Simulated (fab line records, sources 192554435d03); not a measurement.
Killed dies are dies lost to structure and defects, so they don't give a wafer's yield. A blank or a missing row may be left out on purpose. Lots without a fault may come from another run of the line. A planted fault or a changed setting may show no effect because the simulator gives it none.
Chamber matching | flow n5_finfet | N5_BEOL_M5_CURE_80 on uv_cure-02: 3 sister chambers
The step cures SiCOH lowk, time 120 s. 18 wafers are shown with their chamber, then 9 later ones without.

WAFERS WITH THEIR CHAMBER
wafer  | chamber | wafer_temp_C_max | lamp_power_pct (%)
L084.1 | 2       | 370.9            | 52.23
L084.3 | 2       | 371.0            | 52.32
L084.4 | 2       | 370.9            | 52.27
L084.2 | 2       | 371.1            | 52.32
L084.5 | 2       | 371.0            | 52.31
L084.6 | 2       | 370.9            | 52.39
L087.2 | 1       | 371.3            | 52.23
L087.3 | 1       | 372.0            | 52.29
L087.6 | 1       | 371.5            | 52.30
L086.1 | 2       | 371.0            | 52.35
L086.3 | 2       | 371.4            | 52.31
L086.5 | 2       | 371.0            | 52.39
L095.2 | 0       | 371.8            | 52.48
L095.5 | 0       | 371.6            | 52.26
L095.6 | 0       | 372.3            | 52.23
L094.3 | 1       | 371.0            | 52.29
L094.5 | 1       | 371.3            | 52.29
L094.6 | 1       | 370.8            | 52.37

SIGNATURES (means of the wafers above)
reading          | chamber 0 | chamber 1 | chamber 2 | scatter within a chamber
wafer_temp_C_max | 371.900   | 371.317   | 371.022   | 0.297
lamp_power_pct   | 52.3233   | 52.2950   | 52.3211   | 0.0677
Rule: a wafer's distance from a chamber is the root of the sum, over the readings, of the square of ((its reading less the chamber's mean) divided by the reading's scatter). The wafer belongs to the nearest chamber; if the next one is less than 2 further off, it can't be placed. The scatter: the root of (the sum of the squares of (reading less its chamber's mean) over the shown wafers, divided by (wafers less chambers)).

WAFERS WITHOUT THEIR CHAMBER
wafer  | wafer_temp_C_max | lamp_power_pct (%)
L096.1 | 371.2            | 52.28
L096.2 | 371.0            | 52.36
L096.5 | 371.2            | 52.20
L097.1 | 372.1            | 52.25
L097.2 | 371.8            | 52.33
L097.6 | 372.3            | 52.31
L097.3 | 371.9            | 52.30
L097.4 | 372.6            | 52.20
L097.5 | 372.0            | 52.33

WHICH CHAMBER EACH WENT THROUGH
wafer  | from the rows above          | in truth
L096.1 | can't be placed: 1 or 2 or 0 | 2
L096.2 | can't be placed: 2 or 1      | 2
L096.5 | can't be placed: 1 or 2 or 0 | 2
L097.1 | can't be placed: 0 or 1      | 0
L097.2 | can't be placed: 0 or 1      | 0
L097.6 | can't be placed: 0 or 1      | 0
L097.3 | can't be placed: 0 or 1      | 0
L097.4 | can't be placed: 0 or 1      | 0
L097.5 | 0                            | 0
Placed correctly: 1 of 9. Can't be placed from these rows: 8 (the true chamber is among the candidates in 8). Placed wrongly: 0.
